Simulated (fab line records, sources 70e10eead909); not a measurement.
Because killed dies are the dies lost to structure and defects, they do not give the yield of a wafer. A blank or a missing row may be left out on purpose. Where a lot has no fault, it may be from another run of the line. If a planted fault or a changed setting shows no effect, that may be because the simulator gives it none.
fab line records ; flow nand-harc ; part 1 of 2: steps 1 to 34 of 45
record: lots: 5; wafers: 15; last-day: 24
route steps=1159 shown A_ZERO_WELL@409 A_SOURCE_PLATE@413 A_ONON_D1@424 A_CHANNEL_HOLE_D1@450
lots untouched by any fault: they come from a run of this same line in which no faults occurred
start-h: hours from the record's first day to the start of the lot's first wafer shown ; wait-h: how many hours have passed since the lot's step before this one ; " the same as in the row above ; L1.1+2: a row that stands for several wafers ; - either no value or no given start ; * or withheld: withheld ; < > ~ a bound
route shown NAME@n: a module of which the file shows steps, and the number in the route of the first ; usual: average and standard deviation across the fault-free wafers ; same: alike in all rows ; chamber/n: place in a boat ; sites: per-site readings ; _std_site: standard deviation across them ; _edge_site: outer sites' mean less inner sites' ; radius-mm: how far each site lies from the wafer's centre ; mask NAME#n: copy n ; behind: the tool/chamber that last shaped the wafer ; hold: cause of the lot's hold/its duration in hours/its outcome ; device: names the non-switching transistor (n, p or np) ; end of line: the same wafers' tests at the end of the route ; where a step has no rows: the recipe by itself ; killed: the dies lost at the first sort to structure and to defects; this is not the yield of the wafer ; map: a wafer's dies, x killed, . not, _ none there
set.NAME: the setting the step ran with; set.NAME@STEP: the setting that earlier step ran with ; model.NAME: the simulator's own value behind a step, which no gauge read
certain route steps with their lots: each step a table, each wafer a row
services: a tool's chamber out of use, with start hour (start-h, from the record's first day; less than 0 if before it), hours out, and reason
== steps ==
step: NHARC_A_ZERO_WELL_PRECLEAN_22
recipe: time-s: 60; temp-c: 50; bath-age-min: 0; chemistry: SC1
usual: bath-heat-duty-pct: 7.2/0.88
lot.wafer;tool;chamber;start-h;wait-h;bath-heat-duty-pct
L075.1;wet-bench-06;2;148.06;0.2;7.2
L075.4;wet-bench-06;3;148.06;0.2;9.0
L075.6;wet-bench-06;5;148.06;0.2;6.6
L079.3;wet-bench-06;4;163.30;0.1;7.1
L079.4;wet-bench-06;5;163.30;0.1;7.6
L079.1;wet-bench-06;6;163.30;0.1;6.9
L087.2;wet-bench-01;3;211.11;0.2;7.1
L087.4;wet-bench-01;4;211.11;0.2;8.2
L087.1;wet-bench-01;5;211.11;0.2;8.2
L090.2;wet-bench-01;4;236.99;0.2;7.6
L090.6;wet-bench-01;6;236.99;0.2;7.6
L090.3;wet-bench-01;0;236.99;0.2;7.7
L095.1;wet-bench-09;7;264.68;0.2;8.1
L095.4;wet-bench-09;1;264.68;0.2;7.1
L095.2;wet-bench-09;2;264.68;0.2;6.6
step: NHARC_A_ZERO_WELL_SRD_23
lot.wafer;tool;chamber;start-h;wait-h
L075.1+4+6;wet-bench-06;2,3,5;-;-
L079.3+4+1;wet-bench-06;4,5,6;-;-
L087.2+4+1;wet-bench-01;3,4,5;-;-
L090.2+6+3;wet-bench-01;4,6,0;-;-
L095.1+4+2;wet-bench-09;7,1,2;-;-
step: NHARC_A_ZERO_WELL_RTA_16
recipe: temp-c: 1000; time-s: 10
usual: lamp-power-pct: 31.0/0.78; lamp_zone_2_pct: 31.0/0.78; wafer_temp_C_max: 1004.6/1.4
lot.wafer;tool;chamber;start-h;wait-h;lamp-power-pct;lamp_zone_2_pct;wafer_temp_C_max
L075.1;rtp-anneal-01;0;148.23;-;30.1;30.1;1004.1
L075.4;rtp-anneal-01;0;148.23;-;30.1;30.2;1002.6
L075.6;rtp-anneal-01;0;148.23;-;30.1;30.2;1002.4
L079.1;rtp-anneal-02;0;163.43;-;31.7;31.7;1005.0
L079.3;rtp-anneal-02;0;163.43;-;31.7;31.7;1006.0
L079.4;rtp-anneal-02;0;163.43;-;31.7;31.7;1004.6
L087.1;rtp-anneal-02;0;211.57;-;31.7;31.8;1005.8
L087.2;rtp-anneal-02;0;211.57;-;31.7;31.7;1005.5
L087.4;rtp-anneal-02;0;211.57;-;31.7;31.7;1005.3
L090.2;rtp-anneal-02;0;237.32;-;31.7;31.7;1004.8
L090.3;rtp-anneal-02;0;237.32;-;31.7;31.7;1005.6
L090.6;rtp-anneal-02;0;237.32;-;31.8;31.7;1006.9
L095.1;rtp-anneal-01;0;265.04;-;30.1;30.2;1003.1
L095.2;rtp-anneal-01;0;265.04;-;30.2;30.1;1003.0
L095.4;rtp-anneal-01;0;265.04;-;30.1;30.2;1004.3
step: NHARC_A_ZERO_WELL_INSPECT_17
usual: raw-defect-count: 12/6.9
lot.wafer;tool;chamber;start-h;wait-h;raw-defect-count
L075.1;defect-inspect-01;-;148.43;0.2;7
L075.4;defect-inspect-01;-;148.43;0.2;6
L075.6;defect-inspect-01;-;148.43;0.2;10
L079.1;defect-inspect-01;-;163.63;0.2;5
L079.3;defect-inspect-01;-;163.63;0.2;17
L079.4;defect-inspect-01;-;163.63;0.2;9
L087.1;defect-inspect-02;-;211.77;0.2;18
L087.2;defect-inspect-02;-;211.77;0.2;38
L087.4;defect-inspect-02;-;211.77;0.2;18
L090.2;defect-inspect-01;-;237.49;0.1;12
L090.3;defect-inspect-01;-;237.49;0.1;6
L090.6;defect-inspect-01;-;237.49;0.1;10
L095.1;defect-inspect-02;-;265.24;0.2;17
L095.2;defect-inspect-02;-;265.24;0.2;10
L095.4;defect-inspect-02;-;265.24;0.2;24
step: NHARC_A_SOURCE_PLATE_PRECLEAN_00
recipe: time-s: 60; chemistry: HF-LAST
lot.wafer;tool;chamber;start-h;wait-h
L075.1+6+4;wet-bench-05;4,5,1;148.48;0.1
L079.3+1+4;wet-bench-03;1,3,5;163.68;0.0
L087.4+2+1;wet-bench-04;5,6,2;211.82;0.0
L090.2+6+3;wet-bench-03;2,3,4;237.56;0.1
L095.2+1+4;wet-bench-05;0,1,3;265.29;0.1
step: NHARC_A_SOURCE_PLATE_SRD_01
lot.wafer;tool;chamber;start-h;wait-h
L075.1+6+4;wet-bench-05;4,5,1;-;-
L079.3+1+4;wet-bench-03;1,3,5;-;-
L087.4+2+1;wet-bench-04;5,6,2;-;-
L090.2+6+3;wet-bench-03;2,3,4;-;-
L095.2+1+4;wet-bench-05;0,1,3;-;-
step: NHARC_A_SOURCE_PLATE_OXIDE_02
recipe: target-thk-a: 100; temp-c: 900; ox-time-s: 1362; material: SiO2
same: ox-time-s: 1362
lot.wafer;tool;chamber;start-h;wait-h
L075.1+4+6;furnace-05;0;151.49;-
L079.1+3+4;furnace-05;0;167.82;-
L087.1+2+4;furnace-05;0;215.65;-
L090.2+3+6;furnace-06;0;239.77;-
L095.1+2+4;furnace-06;0;268.60;-
step: NHARC_A_SOURCE_PLATE_THK_MEAS_09
recipe: thk-meas-gauge: ellipsometry
usual: thk-nm: 9.7/1.1
lot.wafer;tool;chamber;start-h;wait-h;thk-nm
L075.1;film-metro-02;-;155.55;0.4;10.8
L075.4;film-metro-02;-;155.55;0.4;10.9
L075.6;film-metro-02;-;155.55;0.4;9.3
L079.1;film-metro-01;-;171.87;0.4;10.1
L079.3;film-metro-01;-;171.87;0.4;8.2
L079.4;film-metro-01;-;171.87;0.4;9.5
L087.1;film-metro-02;-;219.68;0.4;9.9
L087.2;film-metro-02;-;219.68;0.4;10.3
L087.4;film-metro-02;-;219.68;0.4;8.7
L090.2;film-metro-01;-;243.88;0.4;11.0
L090.3;film-metro-01;-;243.88;0.4;9.9
L090.6;film-metro-01;-;243.88;0.4;7.7
L095.1;film-metro-01;-;272.70;0.4;9.2
L095.2;film-metro-01;-;272.70;0.4;8.4
L095.4;film-metro-01;-;272.70;0.4;9.3
step: NHARC_A_SOURCE_PLATE_PVD_04
recipe: target-thk-a: 500; material: WSi2
lot.wafer;tool;chamber;start-h;wait-h
L075.4+1+6;pvd-sputter-01;-;155.61;0.1
L079.4+3+1;pvd-sputter-02;-;171.93;0.1
L087.4+1+2;pvd-sputter-03;-;219.87;0.2
L090.3+2+6;pvd-sputter-03;-;243.95;0.1
L095.1+4+2;pvd-sputter-01;-;272.76;0.1
step: NHARC_A_SOURCE_PLATE_CVD_03
recipe: target-thk-a: 2000; temp-c: 620; pressure-mtorr: 200; time-s: 4000; material: poly-Si
lot.wafer;tool;chamber;start-h;wait-h
L075.1+4+6;lpcvd-poly-03;0;158.30;-
L079.1+3+4;lpcvd-poly-03;0;174.61;-
L087.1+2+4;lpcvd-poly-03;0;222.45;-
L090.2+3+6;lpcvd-poly-02;0;246.42;-
L095.1+2+4;lpcvd-poly-02;0;275.27;-
step: NHARC_A_SOURCE_PLATE_ANNEAL_05
recipe: temp-c: 850; time-s: 1800
lot.wafer;tool;chamber;start-h;wait-h
L075.1+4+6;furnace-06;0;164.94;3.5
L079.1+3+4;furnace-06;0;181.24;3.5
L087.1+2+4;furnace-06;0;229.09;3.5
L090.2+3+6;furnace-06;0;254.47;4.9
L095.1+2+4;furnace-05;0;281.60;3.2
step: NHARC_A_SOURCE_PLATE_THK_MEAS_06
recipe: thk-meas-gauge: ellipsometry
usual: thk-nm: 201.0/2.3
lot.wafer;tool;chamber;start-h;wait-h;thk-nm
L075.1;film-metro-02;-;168.88;0.4;202.6
L075.4;film-metro-02;-;168.88;0.4;199.6
L075.6;film-metro-02;-;168.88;0.4;201.7
L079.1;film-metro-01;-;185.15;0.4;200.6
L079.3;film-metro-01;-;185.15;0.4;199.4
L079.4;film-metro-01;-;185.15;0.4;202.5
L087.1;film-metro-01;-;232.99;0.4;202.4
L087.2;film-metro-01;-;232.99;0.4;201.4
L087.4;film-metro-01;-;232.99;0.4;200.6
L090.2;film-metro-02;-;258.41;0.4;199.2
L090.3;film-metro-02;-;258.41;0.4;198.9
L090.6;film-metro-02;-;258.41;0.4;197.7
L095.1;film-metro-02;-;285.55;0.4;200.6
L095.2;film-metro-02;-;285.55;0.4;199.9
L095.4;film-metro-02;-;285.55;0.4;197.9
step: NHARC_A_SOURCE_PLATE_INSPECT_08
usual: raw-defect-count: 64/33
lot.wafer;tool;chamber;start-h;wait-h;raw-defect-count
L075.1;defect-inspect-02;-;168.97;0.0;30
L075.4;defect-inspect-02;-;168.97;0.0;38
L075.6;defect-inspect-02;-;168.97;0.0;39
L079.1;defect-inspect-02;-;185.22;0.0;79
L079.3;defect-inspect-02;-;185.22;0.0;74
L079.4;defect-inspect-02;-;185.22;0.0;65
L087.1;defect-inspect-02;-;233.05;0.0;63
L087.2;defect-inspect-02;-;233.05;0.0;96
L087.4;defect-inspect-02;-;233.05;0.0;70
L090.2;defect-inspect-02;-;258.49;0.0;68
L090.3;defect-inspect-02;-;258.49;0.0;45
L090.6;defect-inspect-02;-;258.49;0.0;52
L095.1;defect-inspect-02;-;285.64;0.0;27
L095.2;defect-inspect-02;-;285.64;0.0;57
L095.4;defect-inspect-02;-;285.64;0.0;74
step: NHARC_A_ONON_D1_DEP_00
recipe: target-thk-a: 10000; n2-flow-sccm: 2750; n2o-flow-sccm: 2000; nh3-flow-sccm: 500; sih4-flow-sccm: 210; temp-c: 400
lot.wafer;tool;chamber;start-h;wait-h
L075.1+4+6;pecvd-onon-01;0;169.30;0.3
L079.1+3+4;pecvd-onon-01;0;185.29;0.1
L087.1+2+4;pecvd-onon-01;0;233.11;0.1
L090.2+3+6;pecvd-onon-03;0;258.62;0.1
L095.1+2+4;pecvd-onon-03;0;285.71;0.1
step: NHARC_A_ONON_D1_THK_MEAS_02
recipe: thk-meas-gauge: ellipsometry
usual: thk-nm: 999/8.8
lot.wafer;tool;chamber;start-h;wait-h;thk-nm
L075.1;film-metro-01;-;169.81;-;999
L075.4;film-metro-01;-;169.81;-;998
L075.6;film-metro-01;-;169.81;-;998
L079.1;film-metro-01;-;185.80;-;983
L079.3;film-metro-01;-;185.80;-;985
L079.4;film-metro-01;-;185.80;-;987
L087.1;film-metro-01;-;233.62;-;1019
L087.2;film-metro-01;-;233.62;-;1019
L087.4;film-metro-01;-;233.62;-;1018
L090.2;film-metro-01;-;259.07;-;996
L090.3;film-metro-01;-;259.07;-;996
L090.6;film-metro-01;-;259.07;-;995
L095.1;film-metro-01;-;286.23;-;1001
L095.2;film-metro-01;-;286.23;-;1000
L095.4;film-metro-01;-;286.23;-;1001
step: NHARC_A_ONON_D1_DEP_03
recipe: target-thk-a: 10000; n2-flow-sccm: 2750; n2o-flow-sccm: 2000; nh3-flow-sccm: 500; sih4-flow-sccm: 210; temp-c: 400
lot.wafer;tool;chamber;start-h;wait-h
L075.1+4+6;pecvd-onon-02;0;169.86;0.1
L079.1+3+4;pecvd-onon-01;0;185.86;0.1
L087.1+2+4;pecvd-onon-03;0;233.68;0.1
L090.2+3+6;pecvd-onon-01;0;259.18;0.1
L095.1+2+4;pecvd-onon-03;0;286.28;0.1
step: NHARC_A_ONON_D1_THK_MEAS_05
recipe: thk-meas-gauge: ellipsometry
usual: thk-nm: 1003/10
lot.wafer;tool;chamber;start-h;wait-h;thk-nm
L075.1;film-metro-01;-;170.37;-;1012
L075.4;film-metro-01;-;170.37;-;1011
L075.6;film-metro-01;-;170.37;-;1014
L079.1;film-metro-01;-;186.37;-;1011
L079.3;film-metro-01;-;186.37;-;1013
L079.4;film-metro-01;-;186.37;-;1013
L087.1;film-metro-02;-;234.19;-;1007
L087.2;film-metro-02;-;234.19;-;1007
L087.4;film-metro-02;-;234.19;-;1006
L090.2;film-metro-02;-;259.64;-;1008
L090.3;film-metro-02;-;259.64;-;1009
L090.6;film-metro-02;-;259.64;-;1006
L095.1;film-metro-02;-;286.79;-;990
L095.2;film-metro-02;-;286.79;-;992
L095.4;film-metro-02;-;286.79;-;992
step: NHARC_A_ONON_D1_DEP_06
recipe: target-thk-a: 10000; n2-flow-sccm: 2750; n2o-flow-sccm: 2000; nh3-flow-sccm: 500; sih4-flow-sccm: 210; temp-c: 400
lot.wafer;tool;chamber;start-h;wait-h
L075.1+4+6;pecvd-onon-03;0;170.43;0.1
L079.1+3+4;pecvd-onon-01;0;186.43;0.1
L087.1+2+4;pecvd-onon-02;0;234.24;0.1
L090.2+3+6;pecvd-onon-02;0;259.75;0.1
L095.1+2+4;pecvd-onon-03;0;286.84;0.1
step: NHARC_A_ONON_D1_THK_MEAS_08
recipe: thk-meas-gauge: ellipsometry
usual: thk-nm: 1003/12
lot.wafer;tool;chamber;start-h;wait-h;thk-nm
L075.1;film-metro-01;-;170.95;-;992
L075.4;film-metro-01;-;170.95;-;993
L075.6;film-metro-01;-;170.95;-;995
L079.1;film-metro-01;-;186.94;-;992
L079.3;film-metro-01;-;186.94;-;991
L079.4;film-metro-01;-;186.94;-;993
L087.1;film-metro-02;-;234.75;-;1019
L087.2;film-metro-02;-;234.75;-;1018
L087.4;film-metro-02;-;234.75;-;1018
L090.2;film-metro-02;-;260.23;-;987
L090.3;film-metro-02;-;260.23;-;987
L090.6;film-metro-02;-;260.23;-;989
L095.1;film-metro-01;-;287.35;-;1008
L095.2;film-metro-01;-;287.35;-;1006
L095.4;film-metro-01;-;287.35;-;1007
step: NHARC_A_ONON_D1_DEP_09
recipe: target-thk-a: 10000; n2-flow-sccm: 2750; n2o-flow-sccm: 2000; nh3-flow-sccm: 500; sih4-flow-sccm: 210; temp-c: 400
lot.wafer;tool;chamber;start-h;wait-h
L075.1+4+6;pecvd-onon-02;0;171.00;0.1
L079.1+3+4;pecvd-onon-01;0;187.00;0.1
L087.1+2+4;pecvd-onon-03;0;234.80;0.1
L090.2+3+6;pecvd-onon-03;0;260.34;0.1
L095.1+2+4;pecvd-onon-03;0;287.41;0.1
step: NHARC_A_ONON_D1_THK_MEAS_11
recipe: thk-meas-gauge: ellipsometry
usual: thk-nm: 999/12
lot.wafer;tool;chamber;start-h;wait-h;thk-nm
L075.1;film-metro-02;-;171.52;-;1001
L075.4;film-metro-02;-;171.52;-;1001
L075.6;film-metro-02;-;171.52;-;1002
L079.1;film-metro-02;-;187.51;-;1005
L079.3;film-metro-02;-;187.51;-;1003
L079.4;film-metro-02;-;187.51;-;1001
L087.1;film-metro-01;-;235.31;-;980
L087.2;film-metro-01;-;235.31;-;979
L087.4;film-metro-01;-;235.31;-;978
L090.2;film-metro-02;-;260.82;-;997
L090.3;film-metro-02;-;260.82;-;997
L090.6;film-metro-02;-;260.82;-;999
L095.1;film-metro-01;-;287.92;-;982
L095.2;film-metro-01;-;287.92;-;982
L095.4;film-metro-01;-;287.92;-;982
step: NHARC_A_ONON_D1_DEP_12
recipe: target-thk-a: 10000; n2-flow-sccm: 2750; n2o-flow-sccm: 2000; nh3-flow-sccm: 500; sih4-flow-sccm: 210; temp-c: 400
lot.wafer;tool;chamber;start-h;wait-h
L075.1+4+6;pecvd-onon-01;0;171.57;0.1
L079.1+3+4;pecvd-onon-01;0;187.57;0.1
L087.1+2+4;pecvd-onon-01;0;235.37;0.1
L090.2+3+6;pecvd-onon-01;0;260.93;0.1
L095.1+2+4;pecvd-onon-01;0;287.97;0.1
step: NHARC_A_ONON_D1_THK_MEAS_14
recipe: thk-meas-gauge: ellipsometry
usual: thk-nm: 1001/9.8
lot.wafer;tool;chamber;start-h;wait-h;thk-nm
L075.1;film-metro-02;-;172.08;-;1004
L075.4;film-metro-02;-;172.08;-;1001
L075.6;film-metro-02;-;172.08;-;1003
L079.1;film-metro-02;-;188.08;-;1000
L079.3;film-metro-02;-;188.08;-;998
L079.4;film-metro-02;-;188.08;-;999
L087.1;film-metro-02;-;235.88;-;997
L087.2;film-metro-02;-;235.88;-;996
L087.4;film-metro-02;-;235.88;-;994
L090.2;film-metro-01;-;261.38;-;1010
L090.3;film-metro-01;-;261.38;-;1008
L090.6;film-metro-01;-;261.38;-;1010
L095.1;film-metro-02;-;288.48;-;995
L095.2;film-metro-02;-;288.48;-;995
L095.4;film-metro-02;-;288.48;-;993
step: NHARC_A_ONON_D1_ANNEAL_15
recipe: temp-c: 750; time-s: 3600
lot.wafer;tool;chamber;start-h;wait-h
L075.1+4+6;furnace-08;0;174.57;2.5
L079.1+3+4;furnace-08;0;190.77;2.7
L087.1+2+4;furnace-08;0;238.59;2.7
L090.2+3+6;furnace-08;0;267.74;6.4
L095.1+2+4;furnace-08;0;291.19;2.7
step: NHARC_A_ONON_D1_DEP_16
recipe: target-thk-a: 10000; n2-flow-sccm: 2750; n2o-flow-sccm: 2000; nh3-flow-sccm: 500; sih4-flow-sccm: 210; temp-c: 400
lot.wafer;tool;chamber;start-h;wait-h
L075.1+4+6;pecvd-onon-02;0;178.43;0.1
L079.1+3+4;pecvd-onon-02;0;194.69;0.1
L087.1+2+4;pecvd-onon-03;0;242.51;0.1
L090.2+3+6;pecvd-onon-02;0;272.06;0.4
L095.1+2+4;pecvd-onon-01;0;295.11;0.1
step: NHARC_A_ONON_D1_THK_MEAS_18
recipe: thk-meas-gauge: ellipsometry
usual: thk-nm: 1001/11
lot.wafer;tool;chamber;start-h;wait-h;thk-nm
L075.1;film-metro-01;-;178.94;-;1017
L075.4;film-metro-01;-;178.94;-;1017
L075.6;film-metro-01;-;178.94;-;1018
L079.1;film-metro-02;-;195.19;-;1008
L079.3;film-metro-02;-;195.19;-;1010
L079.4;film-metro-02;-;195.19;-;1008
L087.1;film-metro-01;-;243.01;-;1005
L087.2;film-metro-01;-;243.01;-;1002
L087.4;film-metro-01;-;243.01;-;1005
L090.2;film-metro-01;-;272.51;-;1003
L090.3;film-metro-01;-;272.51;-;1003
L090.6;film-metro-01;-;272.51;-;1003
L095.1;film-metro-01;-;295.63;-;993
L095.2;film-metro-01;-;295.63;-;991
L095.4;film-metro-01;-;295.63;-;992
step: NHARC_A_ONON_D1_DEP_19
recipe: target-thk-a: 10000; n2-flow-sccm: 2750; n2o-flow-sccm: 2000; nh3-flow-sccm: 500; sih4-flow-sccm: 210; temp-c: 400
lot.wafer;tool;chamber;start-h;wait-h
L075.1+4+6;pecvd-onon-01;0;178.99;0.1
L079.1+3+4;pecvd-onon-03;0;195.25;0.1
L087.1+2+4;pecvd-onon-02;0;243.07;0.1
L090.2+3+6;pecvd-onon-03;0;272.63;0.1
L095.1+2+4;pecvd-onon-01;0;295.68;0.1
step: NHARC_A_ONON_D1_THK_MEAS_21
recipe: thk-meas-gauge: ellipsometry
usual: thk-nm: 1000/11
lot.wafer;tool;chamber;start-h;wait-h;thk-nm
L075.1;film-metro-01;-;179.50;-;1009
L075.4;film-metro-01;-;179.50;-;1009
L075.6;film-metro-01;-;179.50;-;1008
L079.1;film-metro-01;-;195.76;-;997
L079.3;film-metro-01;-;195.76;-;995
L079.4;film-metro-01;-;195.76;-;995
L087.1;film-metro-01;-;243.58;-;1008
L087.2;film-metro-01;-;243.58;-;1009
L087.4;film-metro-01;-;243.58;-;1008
L090.2;film-metro-02;-;273.08;-;999
L090.3;film-metro-02;-;273.08;-;1001
L090.6;film-metro-02;-;273.08;-;999
L095.1;film-metro-02;-;296.19;-;1014
L095.2;film-metro-02;-;296.19;-;1013
L095.4;film-metro-02;-;296.19;-;1013
step: NHARC_A_ONON_D1_DEP_22
recipe: target-thk-a: 10000; n2-flow-sccm: 2750; n2o-flow-sccm: 2000; nh3-flow-sccm: 500; sih4-flow-sccm: 210; temp-c: 400
lot.wafer;tool;chamber;start-h;wait-h
L075.1+4+6;pecvd-onon-02;0;179.56;0.1
L079.1+3+4;pecvd-onon-03;0;195.95;0.2
L087.1+2+4;pecvd-onon-01;0;243.64;0.1
L090.2+3+6;pecvd-onon-01;0;273.20;0.1
L095.1+2+4;pecvd-onon-01;0;296.25;0.1
step: NHARC_A_ONON_D1_THK_MEAS_24
recipe: thk-meas-gauge: ellipsometry
usual: thk-nm: 1003/7.9
lot.wafer;tool;chamber;start-h;wait-h;thk-nm
L075.1;film-metro-01;-;180.07;-;997
L075.4;film-metro-01;-;180.07;-;998
L075.6;film-metro-01;-;180.07;-;998
L079.1;film-metro-01;-;196.47;-;1010
L079.3;film-metro-01;-;196.47;-;1011
L079.4;film-metro-01;-;196.47;-;1010
L087.1;film-metro-02;-;244.15;-;1009
L087.2;film-metro-02;-;244.15;-;1007
L087.4;film-metro-02;-;244.15;-;1006
L090.2;film-metro-02;-;273.65;-;992
L090.3;film-metro-02;-;273.65;-;994
L090.6;film-metro-02;-;273.65;-;993
L095.1;film-metro-01;-;296.76;-;1005
L095.2;film-metro-01;-;296.76;-;1006
L095.4;film-metro-01;-;296.76;-;1007
step: NHARC_A_ONON_D1_DEP_25
recipe: target-thk-a: 10000; n2-flow-sccm: 2750; n2o-flow-sccm: 2000; nh3-flow-sccm: 500; sih4-flow-sccm: 210; temp-c: 400
lot.wafer;tool;chamber;start-h;wait-h
L075.1+4+6;pecvd-onon-03;0;180.13;0.1
L079.1+3+4;pecvd-onon-03;0;196.66;0.2
L087.1+2+4;pecvd-onon-03;0;244.21;0.1
L090.2+3+6;pecvd-onon-02;0;273.76;0.1
L095.1+2+4;pecvd-onon-01;0;296.82;0.1
step: NHARC_A_ONON_D1_THK_MEAS_27
recipe: thk-meas-gauge: ellipsometry
usual: thk-nm: 998/7.8
lot.wafer;tool;chamber;start-h;wait-h;thk-nm
L075.1;film-metro-01;-;180.64;-;1004
L075.4;film-metro-01;-;180.64;-;1006
L075.6;film-metro-01;-;180.64;-;1004
L079.1;film-metro-01;-;197.17;-;997
L079.3;film-metro-01;-;197.17;-;998
L079.4;film-metro-01;-;197.17;-;997
L087.1;film-metro-01;-;244.75;-;983
L087.2;film-metro-01;-;244.75;-;983
L087.4;film-metro-01;-;244.75;-;981
L090.2;film-metro-02;-;274.21;-;988
L090.3;film-metro-02;-;274.21;-;987
L090.6;film-metro-02;-;274.21;-;988
L095.1;film-metro-01;-;297.33;-;983
L095.2;film-metro-01;-;297.33;-;982
L095.4;film-metro-01;-;297.33;-;984
step: NHARC_A_ONON_D1_DEP_28
recipe: target-thk-a: 10000; n2-flow-sccm: 2750; n2o-flow-sccm: 2000; nh3-flow-sccm: 500; sih4-flow-sccm: 210; temp-c: 400
lot.wafer;tool;chamber;start-h;wait-h
L075.1+4+6;pecvd-onon-01;0;180.70;0.1
L079.1+3+4;pecvd-onon-02;0;197.22;0.1
L087.1+2+4;pecvd-onon-02;0;244.80;0.1
L090.2+3+6;pecvd-onon-03;0;274.32;0.1
L095.1+2+4;pecvd-onon-03;0;297.38;0.1
step: NHARC_A_ONON_D1_THK_MEAS_30
recipe: thk-meas-gauge: ellipsometry
usual: thk-nm: 1001/10
lot.wafer;tool;chamber;start-h;wait-h;thk-nm
L075.1;film-metro-01;-;181.21;-;1001
L075.4;film-metro-01;-;181.21;-;1000
L075.6;film-metro-01;-;181.21;-;1000
L079.1;film-metro-02;-;197.73;-;984
L079.3;film-metro-02;-;197.73;-;985
L079.4;film-metro-02;-;197.73;-;985
L087.1;film-metro-02;-;245.31;-;1006
L087.2;film-metro-02;-;245.31;-;1008
L087.4;film-metro-02;-;245.31;-;1008
L090.2;film-metro-02;-;274.77;-;1020
L090.3;film-metro-02;-;274.77;-;1020
L090.6;film-metro-02;-;274.77;-;1022
L095.1;film-metro-01;-;297.90;-;997
L095.2;film-metro-01;-;297.90;-;997
L095.4;film-metro-01;-;297.90;-;997
